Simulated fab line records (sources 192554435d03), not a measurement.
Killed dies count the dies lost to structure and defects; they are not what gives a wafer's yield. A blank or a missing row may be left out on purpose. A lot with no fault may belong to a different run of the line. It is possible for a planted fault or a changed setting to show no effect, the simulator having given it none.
Split-lot trial + flow n5_finfet + 7 lots, 21 wafers read, on a route of 1938 steps

== THE SPLIT ITSELF ==
At N5_BEOL_M9_TRENCH_ETCH_37 (etches SiCOH lowk in C4F6/O2, target depth 151.43 nm, time 49 s), the setting time_s was moved away from the recipe's 49 s on 10 of the 21 wafers read, by -21.1% to +17.2%. This setting was run at the recipe's value on the other wafers.

== FROM THE SPLIT TO THE READING: what the file shows between them, 11 steps ==
- N5_BEOL_M9_ETCH_41: etches SiCN in CH3F/O2, target depth 36.6 nm, time 70.1 s
- N5_BEOL_M9_STRIP_80: strips in N2/H2, time 10 s
- N5_BEOL_M9_OCD_MEAS_38
- N5_BEOL_M9_HM_STRIP_39: strips TiN in peroxide tin strip, target depth 25 nm, time 158 s
- N5_BEOL_M9_SRD_40: time 30 s
- N5_BEOL_M9_ECD_50: material Cu, target thk 318 nm
- N5_BEOL_M9_ANNEAL_51: time 90 s
- N5_BEOL_M9_CMP_52: polishes, stops on SiCOH lowk, t overpolish 7 s, target thk 140 nm
- N5_BEOL_M9_THK_MEAS_53: measures by xrf
- N5_BEOL_M9_PRE_CLEAN_55: time 15 s
- N5_BEOL_M9_DEP_56: deposits SiCN from 3MS/NH3, target thk 15 nm, time 26.5 s

== THE READING ==
Measured at N5_BEOL_M9_RS_MEAS_57 by four-point probe: M9_RS, in ohm/sq. Fault-free wafers of this fab line usually give 0.151 ohm/sq, standard deviation 0.0041 ohm/sq.

| wafer  | tool, chamber at the split | time_s as run, s | against the recipe | M9_RS, ohm/sq | against lot-mates on the recipe |
|--------|----------------------------|------------------|--------------------|---------------|---------------------------------|
| L074.1 | rie_diel-01, 0             | 49               | recipe             | 0.148         | -                               |
| L074.2 | rie_diel-01, 3             | 44.29            | -9.6%              | 0.169         | +0.021                          |
| L074.3 | rie_diel-01, 2             | 49               | recipe             | 0.148         | -                               |
| L083.2 | rie_diel-01, 0             | 41.6             | -15.1%             | 0.184         | +0.035                          |
| L083.3 | rie_diel-01, 3             | 41.6             | -15.1%             | 0.183         | +0.034                          |
| L083.6 | rie_diel-01, 3             | 49               | recipe             | 0.149         | -                               |
| L090.3 | rie_diel-05, 1             | 49               | recipe             | 0.153         | -                               |
| L090.4 | rie_diel-05, 0             | 38.64            | -21.1%             | 0.202         | +0.049                          |
| L090.5 | rie_diel-05, 1             | 49               | recipe             | 0.153         | -                               |
| L092.1 | rie_diel-05, 1             | 49               | recipe             | 0.152         | -                               |
| L092.2 | rie_diel-05, 2             | 49               | recipe             | 0.144         | -                               |
| L092.3 | rie_diel-05, 0             | 49               | recipe             | 0.151         | -                               |
| L089.1 | rie_diel-01, 2             | 45.11            | -7.9%              | 0.163         | +0.011                          |
| L089.2 | rie_diel-01, 0             | 49               | recipe             | 0.152         | -                               |
| L089.3 | rie_diel-01, 3             | 45.11            | -7.9%              | 0.164         | +0.012                          |
| L093.3 | rie_diel-06, 2             | 45.08            | -8.0%              | 0.168         | +0.011                          |
| L093.4 | rie_diel-06, 3             | 49               | recipe             | 0.157         | -                               |
| L093.5 | rie_diel-06, 0             | 45.08            | -8.0%              | 0.173         | +0.016                          |
| L095.4 | rie_diel-05, 0             | 57.43            | +17.2%             | 0.126         | -0.016                          |
| L095.5 | rie_diel-05, 1             | 57.43            | +17.2%             | 0.125         | -0.017                          |
| L095.6 | rie_diel-05, 2             | 49               | recipe             | 0.142         | -                               |

THE FIT
A straight line over all 21 wafers: M9_RS changes by -0.00193 ohm/sq for each +1% of time_s; r = -0.96; the points scatter about the line by 0.005 ohm/sq.
The same after taking each lot's own level away (the mean of its wafers on the recipe; 21 wafers): -0.00167 ohm/sq for each +1%; r = -0.94; scatter 0.0055 ohm/sq.
The reading moves by 0.035 ohm/sq for the largest change in time_s, on that fit.
Measured against the standard deviation above, the lots' own levels, which go from 0.1420 to 0.1570 ohm/sq, span 3.7 times it.
Thus the slope moves with the lot-to-lot level: the two fits are different.
Check: with one of the wafers moved furthest among these (-21.1%) left out of the fit, the line predicts +0.0346 ohm/sq for it against its lot-mates. It came out at +0.049 ohm/sq against them.

== OTHER SPLITS ON THESE WAFERS ==
Note: prior to the reading, these wafers also went through further splits. Each is held against what the fit with the lots' levels taken away leaves over:
| other split on the same wafers | wafers away from the commonest value | r with M9_RS (lot level and that fit taken away) |
|--------------------------------|--------------------------------------|--------------------------------------------------|
| N5_BEOL_M8_EXPOSE_25 dose_mj   | 9                                    | +0.08                                            |
| N5_BEOL_M8_DEP_56 time_s       | 6                                    | +0.15                                            |
| N5_BEOL_M9_ETCH_66 time_s      | 5                                    | +0.01                                            |

== THE WHOLE CHAIN: every reading that the file lists as answering this split, in the file's order ==
| step                      | what it does                                                       | reading                                                                      | change (the file's fit)              | r (the file's) |
|---------------------------|--------------------------------------------------------------------|------------------------------------------------------------------------------|--------------------------------------|----------------|
| N5_BEOL_M9_TRENCH_ETCH_37 | etches SiCOH lowk in C4F6/O2, target depth 151.43 nm, time 49 s    | BEOL_M9.feature_depth_nm (the simulator's own value, which no gauge read)    | +1.38 nm for each +1% of the setting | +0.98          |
| N5_BEOL_M9_TRENCH_ETCH_37 | etches SiCOH lowk in C4F6/O2, target depth 151.43 nm, time 49 s    | etch.depth_nm (the simulator's own value, which no gauge read)               | +1.38 nm for each +1% of the setting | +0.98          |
| N5_BEOL_M9_OCD_MEAS_38    |                                                                    | trench_depth_nm                                                              | +1.37 nm for each +1% of the setting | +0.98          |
| N5_BEOL_M9_CMP_52         | polishes, stops on SiCOH lowk, t overpolish 7 s, target thk 140 nm | Cu_of_BEOL_M9_ECD_50.thk_nm (the simulator's own value, which no gauge read) | +1.36 nm for each +1% of the setting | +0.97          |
| N5_BEOL_M9_THK_MEAS_53    | measures by xrf                                                    | M9_THK                                                                       | +1.38 for each +1% of the setting    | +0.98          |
| N5_BEOL_M9_RS_MEAS_57     | measures by four-point-probe                                       | M9_RS                                                                        | -0.00189 for each +1% of the setting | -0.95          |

== FILE'S OWN FIT ==
M9_RS changes by -0.00189 ohm/sq for each +1% of time_s, r = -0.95.
